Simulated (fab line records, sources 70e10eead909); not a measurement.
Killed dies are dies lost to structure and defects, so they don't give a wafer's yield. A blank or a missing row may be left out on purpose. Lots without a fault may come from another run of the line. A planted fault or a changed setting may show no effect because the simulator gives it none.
Which tool did it? | flow nand_harc | 22 lots, 66 wafers sampled, at 6 steps of a route of 1159

WHAT THE GAUGES READ, wafer by wafer
The record holds no reading of a measuring or inspecting step that can be judged against a usual standard deviation.

WHICH TOOL RAN EACH LOT (tool, then ch and the chambers of the sampled wafers, then the start)
lot  | NHARC_A_STAIRCASE_TRIM_220         | NHARC_A_STAIRCASE_ETCH_230                    | NHARC_A_STAIRCASE_STRIP_254          | NHARC_A_STAIRCASE_HM_DEP_462  | NHARC_A_STAIRCASE_DESCUM_312       | NHARC_A_STAIRCASE_HM_OPEN_463
L074 | rie_diel-05 ch 0,1,3, day 10 20:17 | rie_diel-05 ch 0,3, day 11 00:09 or earlier   | plasma_asher-01 ch 0,1, day 11 00:09 | acl_dep-03 ch 0, day 11 08:28 | rie_diel-08 ch 0,3, day 11 11:25   | rie_diel-08 ch 0,2,3, no start
L075 | rie_diel-08 ch 0,1,3, day 11 13:19 | rie_diel-08 ch 0,1,3, day 11 17:00 or earlier | plasma_asher-02 ch 0,1, day 11 17:00 | acl_dep-03 ch 0, day 12 00:16 | rie_diel-13 ch 0,1,2, day 12 04:05 | rie_diel-13 ch 0,1,2, no start
L077 | rie_diel-08 ch 0,1,2, day 11 18:02 | rie_diel-08 ch 0,1, day 11 22:16 or earlier   | plasma_asher-02 ch 0,1, day 11 22:16 | acl_dep-02 ch 0, day 12 07:31 | rie_diel-08 ch 0,1, day 12 10:22   | rie_diel-08 ch 0,1,2, no start
L078 | rie_diel-08 ch 1,2,3, day 12 00:46 | rie_diel-08 ch 2,3, day 12 04:34 or earlier   | plasma_asher-02 ch 0,1, day 12 04:34 | acl_dep-01 ch 0, day 12 11:26 | rie_diel-05 ch 1,2,3, day 12 14:20 | rie_diel-05 ch 2,3, no start
L076 | rie_diel-13 ch 1,2,3, day 12 04:10 | rie_diel-13 ch 0,3, day 12 08:46 or earlier   | plasma_asher-02 ch 0, day 12 08:46   | acl_dep-03 ch 0, day 12 15:01 | rie_diel-05 ch 0,2, day 12 17:36   | rie_diel-05 ch 0,1,2, no start
L079 | rie_diel-13 ch 0,2,3, day 12 04:31 | rie_diel-08 ch 0,2,3, day 12 09:11 or earlier | plasma_asher-02 ch 0,1, day 12 09:11 | acl_dep-02 ch 0, day 12 17:36 | rie_diel-05 ch 1,2,3, day 12 20:21 | rie_diel-05 ch 1,2,3, no start
L080 | rie_diel-05 ch 1,2, day 13 04:36   | rie_diel-05 ch 0,3, day 13 08:30 or earlier   | plasma_asher-01 ch 0,1, day 13 08:30 | acl_dep-02 ch 0, day 13 16:59 | rie_diel-13 ch 0,1, day 13 19:36   | rie_diel-13 ch 0,1,3, no start
L082 | rie_diel-08 ch 0,2,3, day 13 05:02 | rie_diel-08 ch 2,3, day 13 09:14 or earlier   | plasma_asher-01 ch 1, day 13 09:14   | acl_dep-01 ch 0, day 13 18:02 | rie_diel-05 ch 0,1,3, day 13 20:44 | rie_diel-05 ch 0,1,2, no start
L081 | rie_diel-13 ch 1,2,3, day 13 05:25 | rie_diel-13 ch 0,1,2, day 13 10:01 or earlier | plasma_asher-02 ch 0,1, day 13 10:01 | acl_dep-01 ch 0, day 13 19:51 | rie_diel-08 ch 0,2,3, day 13 23:12 | rie_diel-08 ch 0,1,2, no start
L083 | rie_diel-13 ch 2,3, day 13 11:20   | rie_diel-05 ch 0,1, day 13 15:23 or earlier   | plasma_asher-02 ch 0,1, day 13 15:23 | acl_dep-03 ch 0, day 14 02:53 | rie_diel-13 ch 1,2, day 14 04:49   | rie_diel-13 ch 0,1,3, no start
L084 | rie_diel-05 ch 0,1, day 13 21:17   | rie_diel-05 ch 1,2,3, day 14 03:15 or earlier | plasma_asher-01 ch 0, day 14 03:15   | acl_dep-02 ch 0, day 14 12:47 | rie_diel-05 ch 0,3, day 14 15:38   | rie_diel-05 ch 0,3, no start
L086 | rie_diel-05 ch 2,3, day 14 05:41   | rie_diel-05 ch 1,2, day 14 10:07 or earlier   | plasma_asher-02 ch 0,1, day 14 10:07 | acl_dep-02 ch 0, day 14 16:46 | rie_diel-08 ch 1,2,3, day 14 19:17 | rie_diel-08 ch 1,2, no start
L085 | rie_diel-08 ch 0,1,2, day 14 06:46 | rie_diel-08 ch 1,3, day 14 12:11 or earlier   | plasma_asher-02 ch 0,1, day 14 12:11 | acl_dep-01 ch 0, day 14 20:06 | rie_diel-08 ch 0,1, day 14 22:39   | rie_diel-08 ch 1,2, no start
L087 | rie_diel-13 ch 0,2,3, day 14 23:37 | rie_diel-08 ch 0,1,2, day 15 03:50 or earlier | plasma_asher-01 ch 0, day 15 03:50   | acl_dep-03 ch 0, day 15 11:12 | rie_diel-05 ch 0,2, day 15 14:41   | rie_diel-05 ch 1,2,3, no start
L090 | rie_diel-08 ch 0,2,3, day 15 05:35 | rie_diel-13 ch 1,2, day 15 09:34 or earlier   | plasma_asher-01 ch 0,1, day 15 09:34 | acl_dep-03 ch 0, day 15 20:07 | rie_diel-08 ch 0,3, day 15 22:56   | rie_diel-08 ch 0,1,3, no start
L091 | rie_diel-08 ch 0,2,3, day 15 05:54 | rie_diel-08 ch 0,2,3, day 15 09:58 or earlier | plasma_asher-02 ch 0,1, day 15 09:58 | acl_dep-01 ch 0, day 15 20:17 | rie_diel-05 ch 1,2,3, day 15 23:08 | rie_diel-05 ch 0,2,3, no start
L095 | rie_diel-05 ch 0,1,2, day 15 22:23 | rie_diel-08 ch 0,3, day 16 03:14 or earlier   | plasma_asher-01 ch 0,1, day 16 03:14 | acl_dep-01 ch 0, day 16 10:50 | rie_diel-08 ch 0,2,3, day 16 13:41 | rie_diel-08 ch 0,1,2, no start
L093 | rie_diel-13 ch 1,2,3, day 16 00:01 | rie_diel-08 ch 0,2,3, day 16 04:15 or earlier | plasma_asher-01 ch 0,1, day 16 04:15 | acl_dep-03 ch 0, day 16 13:19 | rie_diel-08 ch 1,2,3, day 16 16:10 | rie_diel-08 ch 0,1,2, no start
L094 | rie_diel-05 ch 2,3, day 16 02:25   | rie_diel-08 ch 0,1,3, day 16 07:52 or earlier | plasma_asher-01 ch 0,1, day 16 07:52 | acl_dep-02 ch 0, day 16 15:26 | rie_diel-05 ch 0,1,2, day 16 17:52 | rie_diel-05 ch 1,3, no start
L092 | rie_diel-13 ch 0,2,3, day 16 02:47 | rie_diel-05 ch 1,2,3, day 16 08:08 or earlier | plasma_asher-01 ch 0,1, day 16 08:08 | acl_dep-03 ch 0, day 16 18:38 | rie_diel-08 ch 0,1,2, day 16 21:23 | rie_diel-08 ch 1,2,3, no start
L096 | rie_diel-05 ch 1,3, day 16 14:07   | rie_diel-08 ch 0,2, day 16 19:49 or earlier   | plasma_asher-01 ch 0,1, day 16 19:49 | acl_dep-01 ch 0, day 17 03:37 | rie_diel-08 ch 0,1,2, day 17 05:50 | rie_diel-08 ch 0,1, no start
L097 | rie_diel-05 ch 0,3, day 16 15:23   | rie_diel-13 ch 0,1,2, day 16 19:58 or earlier | plasma_asher-02 ch 0,1, day 16 19:58 | acl_dep-03 ch 0, day 17 04:59 | rie_diel-08 ch 2,3, day 17 07:15   | rie_diel-08 ch 0,3, no start
- NHARC_A_STAIRCASE_TRIM_220: chemistry O2, time 211.2 s.
- NHARC_A_STAIRCASE_ETCH_230: etches the open film in C4F8/O2, target depth 100 nm, time 40.5 s.
- NHARC_A_STAIRCASE_STRIP_254: strips in O2.
- NHARC_A_STAIRCASE_HM_DEP_462: deposits aC, target thk 800 nm.
- NHARC_A_STAIRCASE_DESCUM_312: chemistry O2, time 3 s.
- NHARC_A_STAIRCASE_HM_OPEN_463: chemistry O2/COS.

WHAT THE TOOLS THEMSELVES READ (means of the sampled wafers that have a number; where no wafer has one, the mark that the record gives instead)
NHARC_A_STAIRCASE_TRIM_220. Usual: drypump_motor_current_A 5.9 A, standard deviation 0.31; mfc_ar_sccm 0.010 sccm, standard deviation 0.012; oes_product_au 0.998 a.u., standard deviation 0.0075; rf_vpp_V 58.0 V, standard deviation 0.89; showerhead_plenum_p_Torr 3.58 Torr, standard deviation 0.13; throttle_valve_pct 17.036 %, standard deviation 0.0083.
lot  | tool        | drypump_motor_current_A (A) | mfc_ar_sccm (sccm) | oes_product_au (a.u.) | rf_vpp_V (V) | showerhead_plenum_p_Torr (Torr) | throttle_valve_pct (%) | flag
L074 | rie_diel-05 | 6.1                         | 0.018              | 1.005                 | 59.6         | 3.68                            | 17.023                 |
L075 | rie_diel-08 | 5.6                         | 0.003              | 0.998                 | 58.4         | 3.58                            | 17.038                 |
L077 | rie_diel-08 | 5.6                         | 0.011              | 0.993                 | 57.7         | 3.56                            | 17.034                 |
L078 | rie_diel-08 | 5.5                         | 0.008              | 0.995                 | 57.6         | 3.48                            | 17.034                 |
L076 | rie_diel-13 | 6.1                         | 0.006              | 0.999                 | 58.3         | 3.56                            | 17.026                 |
L079 | rie_diel-13 | 6.0                         | 0.006              | 1.006                 | 57.7         | 3.50                            | 17.039                 |
L080 | rie_diel-05 | 5.8                         | 0.000              | 0.998                 | 57.8         | 3.65                            | 17.038                 |
L082 | rie_diel-08 | 5.7                         | 0.011              | 1.007                 | 57.9         | 3.49                            | 17.038                 |
L081 | rie_diel-13 | 6.1                         | 0.006              | 1.007                 | 57.9         | 3.55                            | 17.039                 |
L083 | rie_diel-13 | 6.1                         | 0.008              | 1.006                 | 57.8         | 3.62                            | 17.036                 |
L084 | rie_diel-05 | 6.0                         | 0.025              | 1.000                 | 58.2         | 3.73                            | 17.033                 |
L086 | rie_diel-05 | 6.1                         | 0.011              | 0.993                 | 58.0         | 3.55                            | 17.037                 |
L085 | rie_diel-08 | 5.6                         | 0.011              | 0.997                 | 57.6         | 3.55                            | 17.043                 |
L087 | rie_diel-13 | 6.0                         | 0.006              | 0.996                 | 59.0         | 3.66                            | 17.035                 |
L090 | rie_diel-08 | 5.8                         | 0.011              | 0.998                 | 57.4         | 3.48                            | 17.042                 |
L091 | rie_diel-08 | 5.8                         | 0.011              | 0.999                 | 58.3         | 3.48                            | 17.037                 |
L095 | rie_diel-05 | 5.9                         | 0.012              | 0.999                 | 57.4         | 3.65                            | 17.030                 |
L093 | rie_diel-13 | 6.1                         | 0.006              | 1.002                 | 58.5         | 3.54                            | 17.037                 |
L094 | rie_diel-05 | 5.8                         | 0.006              | 0.991                 | 57.9         | 3.54                            | 17.038                 |
L092 | rie_diel-13 | 6.0                         | 0.006              | 1.002                 | 58.9         | 3.66                            | 17.041                 |
L096 | rie_diel-05 | 6.1                         | 0.011              | 0.988                 | 58.3         | 3.60                            | 17.036                 |
L097 | rie_diel-05 | 6.2                         | 0.030              | 0.991                 | 57.5         | 3.67                            | 17.034                 |

NHARC_A_STAIRCASE_ETCH_230. Usual: bias_w 999.8 W, standard deviation 3; oes_product_au 0.942 a.u., standard deviation 0.015; rf_vpp_V 896 V, standard deviation 4.8.
lot  | tool        | bias_w (W) | oes_product_au (a.u.) | rf_vpp_V (V) | flag
L074 | rie_diel-05 | 1000.3     | 0.944                 | 902          |
L075 | rie_diel-08 | 999.1      | 0.951                 | 898          |
L077 | rie_diel-08 | 1003.5     | 0.935                 | 902          |
L078 | rie_diel-08 | 999.9      | 0.940                 | 892          |
L076 | rie_diel-13 | 996.6      | 0.943                 | 892          |
L079 | rie_diel-08 | 999.6      | 0.968                 | 894          |
L080 | rie_diel-05 | 995.3      | 0.948                 | 902          |
L082 | rie_diel-08 | 999.7      | 0.940                 | 891          |
L081 | rie_diel-13 | 1003.1     | 0.941                 | 898          |
L083 | rie_diel-05 | 997.3      | 0.961                 | 903          |
L084 | rie_diel-05 | 1000.1     | 0.942                 | 898          |
L086 | rie_diel-05 | 1002.0     | 0.943                 | 900          |
L085 | rie_diel-08 | 999.6      | 0.934                 | 897          |
L087 | rie_diel-08 | 998.9      | 0.921                 | 896          |
L090 | rie_diel-13 | 998.2      | 0.954                 | 895          |
L091 | rie_diel-08 | 999.9      | 0.946                 | 895          |
L095 | rie_diel-08 | 999.4      | 0.935                 | 894          |
L093 | rie_diel-08 | 997.6      | 0.921                 | 893          |
L094 | rie_diel-08 | 997.9      | 0.939                 | 897          |
L092 | rie_diel-05 | 1004.0     | 0.943                 | 897          |
L096 | rie_diel-08 | 1002.1     | 0.937                 | 893          |
L097 | rie_diel-13 | 1002.7     | 0.966                 | 898          |

NHARC_A_STAIRCASE_STRIP_254. Usual: drypump_motor_current_A 5.8 A, standard deviation 0.5; heater_power_w 332 W, standard deviation 29.
lot  | tool            | drypump_motor_current_A (A) | heater_power_w (W) | flag
L074 | plasma_asher-01 | 5.8                         | 336                |
L075 | plasma_asher-02 | 6.0                         | 336                |
L077 | plasma_asher-02 | 5.6                         | 322                |
L078 | plasma_asher-02 | 5.6                         | 320                |
L076 | plasma_asher-02 | 5.2                         | 308                |
L079 | plasma_asher-02 | 6.0                         | 340                |
L080 | plasma_asher-01 | 5.6                         | 324                |
L082 | plasma_asher-01 | 6.1                         | 371                |
L081 | plasma_asher-02 | 5.6                         | 320                |
L083 | plasma_asher-02 | 5.6                         | 317                |
L084 | plasma_asher-01 | 5.3                         | 304                |
L086 | plasma_asher-02 | 5.6                         | 322                |
L085 | plasma_asher-02 | 5.6                         | 326                |
L087 | plasma_asher-01 | 5.4                         | 305                |
L090 | plasma_asher-01 | 5.9                         | 355                |
L091 | plasma_asher-02 | 6.0                         | 329                |
L095 | plasma_asher-01 | 5.6                         | 322                |
L093 | plasma_asher-01 | 5.9                         | 356                |
L094 | plasma_asher-01 | 5.9                         | 349                |
L092 | plasma_asher-01 | 5.6                         | 324                |
L096 | plasma_asher-01 | 5.9                         | 356                |
L097 | plasma_asher-02 | 6.0                         | 334                |

NHARC_A_STAIRCASE_HM_DEP_462. Usual: throttle_valve_pct 35.000 %, standard deviation 0.0093.
lot  | tool       | throttle_valve_pct (%) | flag
L074 | acl_dep-03 | 35.006                 |
L075 | acl_dep-03 | 35.004                 |
L077 | acl_dep-02 | 35.000                 |
L078 | acl_dep-01 | 34.999                 |
L076 | acl_dep-03 | 35.000                 |
L079 | acl_dep-02 | 35.000                 |
L080 | acl_dep-02 | 35.000                 |
L082 | acl_dep-01 | 34.993                 |
L081 | acl_dep-01 | 35.001                 |
L083 | acl_dep-03 | 35.012                 |
L084 | acl_dep-02 | 34.994                 |
L086 | acl_dep-02 | 35.003                 |
L085 | acl_dep-01 | 34.994                 |
L087 | acl_dep-03 | 35.005                 |
L090 | acl_dep-03 | 34.988                 |
L091 | acl_dep-01 | 34.997                 |
L095 | acl_dep-01 | 34.996                 |
L093 | acl_dep-03 | 35.011                 |
L094 | acl_dep-02 | 34.997                 |
L092 | acl_dep-03 | 35.007                 |
L096 | acl_dep-01 | 35.008                 |
L097 | acl_dep-03 | 34.995                 |

NHARC_A_STAIRCASE_DESCUM_312. Usual: drypump_motor_current_A 5.8 A, standard deviation 0.32; mfc_ar_sccm 0.010 sccm, standard deviation 0.013; oes_product_au 0.997 a.u., standard deviation 0.0069; rf_vpp_V 57.8 V, standard deviation 0.89; showerhead_plenum_p_Torr 1.94 Torr, standard deviation 0.073; throttle_valve_pct 11.310 %, standard deviation 0.0097.
lot  | tool        | drypump_motor_current_A (A) | mfc_ar_sccm (sccm) | oes_product_au (a.u.) | rf_vpp_V (V) | showerhead_plenum_p_Torr (Torr) | throttle_valve_pct (%) | flag
L074 | rie_diel-08 | 5.8                         | 0.003              | 1.001                 | 57.3         | 1.91                            | 11.310                 |
L075 | rie_diel-13 | 6.0                         | 0.005              | 0.996                 | 57.6         | 1.86                            | 11.313                 |
L077 | rie_diel-08 | 5.7                         | 0.006              | 0.998                 | 57.3         | 1.99                            | 11.323                 |
L078 | rie_diel-05 | 6.0                         | 0.006              | 0.994                 | 57.3         | 1.96                            | 11.309                 |
L076 | rie_diel-05 | 6.0                         | 0.025              | 0.997                 | 58.6         | 2.00                            | 11.315                 |
L079 | rie_diel-05 | 5.9                         | 0.006              | 0.997                 | 57.9         | 1.96                            | 11.315                 |
L080 | rie_diel-13 | 6.0                         | 0.000              | 0.998                 | 57.3         | 2.00                            | 11.317                 |
L082 | rie_diel-05 | 6.1                         | 0.018              | 0.991                 | 58.0         | 2.00                            | 11.311                 |
L081 | rie_diel-08 | 5.7                         | 0.011              | 1.002                 | 57.6         | 1.89                            | 11.311                 |
L083 | rie_diel-13 | 5.9                         | 0.009              | 1.003                 | 56.9         | 1.91                            | 11.314                 |
L084 | rie_diel-05 | 6.1                         | 0.030              | 1.010                 | 57.5         | 2.00                            | 11.310                 |
L086 | rie_diel-08 | 5.5                         | 0.008              | 0.986                 | 57.1         | 1.88                            | 11.314                 |
L085 | rie_diel-08 | 5.5                         | 0.003              | 0.998                 | 58.5         | 1.97                            | 11.307                 |
L087 | rie_diel-05 | 5.9                         | 0.025              | 1.002                 | 57.9         | 1.99                            | 11.314                 |
L090 | rie_diel-08 | 5.8                         | 0.003              | 0.999                 | 58.0         | 1.90                            | 11.314                 |
L091 | rie_diel-05 | 5.9                         | 0.006              | 0.997                 | 57.3         | 1.95                            | 11.310                 |
L095 | rie_diel-08 | 5.8                         | 0.011              | 0.991                 | 58.2         | 1.88                            | 11.308                 |
L093 | rie_diel-08 | 5.5                         | 0.008              | 0.994                 | 57.7         | 1.87                            | 11.313                 |
L094 | rie_diel-05 | 5.9                         | 0.012              | 1.003                 | 58.4         | 1.98                            | 11.312                 |
L092 | rie_diel-08 | 5.6                         | 0.011              | 0.998                 | 57.6         | 1.92                            | 11.314                 |
L096 | rie_diel-08 | 5.6                         | 0.011              | 1.000                 | 57.7         | 1.91                            | 11.309                 |
L097 | rie_diel-08 | 5.7                         | 0.008              | 0.997                 | 57.7         | 1.84                            | 11.321                 |

NHARC_A_STAIRCASE_HM_OPEN_463. Usual: bias_w 299.9 W, standard deviation 0.93; drypump_motor_current_A 5.8 A, standard deviation 0.34; mfc_ar_sccm 0.010 sccm, standard deviation 0.012; oes_product_au 0.997 a.u., standard deviation 0.0079; rf_vpp_V 468.1 V, standard deviation 2.4; showerhead_plenum_p_Torr 3.16 Torr, standard deviation 0.11; throttle_valve_pct 28.330 %, standard deviation 0.0082.
lot  | tool        | bias_w (W) | drypump_motor_current_A (A) | mfc_ar_sccm (sccm) | oes_product_au (a.u.) | rf_vpp_V (V) | showerhead_plenum_p_Torr (Torr) | throttle_valve_pct (%) | flag
L074 | rie_diel-08 | 301.1      | 5.8                         | 0.011              | 0.995                 | 467.1        | 3.10                            | 28.331                 |
L075 | rie_diel-13 | 299.0      | 6.0                         | 0.005              | 0.994                 | 466.1        | 3.03                            | 28.326                 |
L077 | rie_diel-08 | 299.7      | 5.6                         | 0.011              | 0.989                 | 467.4        | 3.14                            | 28.331                 |
L078 | rie_diel-05 | 299.4      | 5.8                         | 0.006              | 1.004                 | 467.8        | 3.14                            | 28.333                 |
L076 | rie_diel-05 | 300.0      | 5.9                         | 0.012              | 0.997                 | 470.0        | 3.24                            | 28.333                 |
L079 | rie_diel-05 | 300.3      | 5.9                         | 0.006              | 1.002                 | 468.9        | 3.19                            | 28.338                 |
L080 | rie_diel-13 | 299.6      | 6.2                         | 0.002              | 0.996                 | 469.0        | 3.21                            | 28.332                 |
L082 | rie_diel-05 | 300.0      | 5.9                         | 0.012              | 1.000                 | 469.6        | 3.24                            | 28.332                 |
L081 | rie_diel-08 | 299.9      | 5.6                         | 0.011              | 1.009                 | 468.6        | 3.14                            | 28.328                 |
L083 | rie_diel-13 | 299.7      | 6.1                         | 0.002              | 0.998                 | 469.8        | 3.21                            | 28.323                 |
L084 | rie_diel-05 | 299.5      | 6.1                         | 0.030              | 1.001                 | 470.4        | 3.26                            | 28.330                 |
L086 | rie_diel-08 | 300.4      | 5.3                         | 0.008              | 0.993                 | 466.3        | 3.12                            | 28.323                 |
L085 | rie_diel-08 | 299.5      | 5.3                         | 0.008              | 0.990                 | 467.6        | 3.12                            | 28.324                 |
L087 | rie_diel-05 | 300.5      | 5.9                         | 0.006              | 1.000                 | 469.0        | 3.18                            | 28.333                 |
L090 | rie_diel-08 | 300.0      | 5.6                         | 0.003              | 0.990                 | 467.4        | 3.15                            | 28.331                 |
L091 | rie_diel-05 | 299.6      | 6.0                         | 0.018              | 1.000                 | 468.4        | 3.19                            | 28.329                 |
L095 | rie_diel-08 | 300.3      | 5.6                         | 0.011              | 0.991                 | 467.6        | 3.13                            | 28.336                 |
L093 | rie_diel-08 | 299.7      | 5.6                         | 0.011              | 0.997                 | 467.8        | 3.13                            | 28.327                 |
L094 | rie_diel-05 | 299.8      | 6.1                         | 0.011              | 0.988                 | 468.6        | 3.18                            | 28.332                 |
L092 | rie_diel-08 | 299.4      | 5.5                         | 0.008              | 1.003                 | 465.9        | 3.06                            | 28.330                 |
L096 | rie_diel-08 | 299.5      | 5.7                         | 0.006              | 1.004                 | 469.0        | 3.21                            | 28.328                 |
L097 | rie_diel-08 | 300.1      | 5.9                         | 0.006              | 0.994                 | 468.5        | 3.16                            | 28.337                 |

THE ANSWER, worked out from the rows above alone
Rule: a lot is off if the mean of its wafers that have a number lies more than 3 standard deviations from the usual mean. A lot without any number at a reading at which 4 lots or more have one is off too. The other lots that the step has rows for count as sound. The gauges are gone through in route order, then the tools' own readings, and for those a lot's mean is taken as printed above. The first step at which some lot is off is used, and at that step the reading that is off furthest; a lot without a number counts as furthest.
No lot is off at any reading shown: from this, nothing can be told.

WHAT THE SIMULATOR HAD PUT IN
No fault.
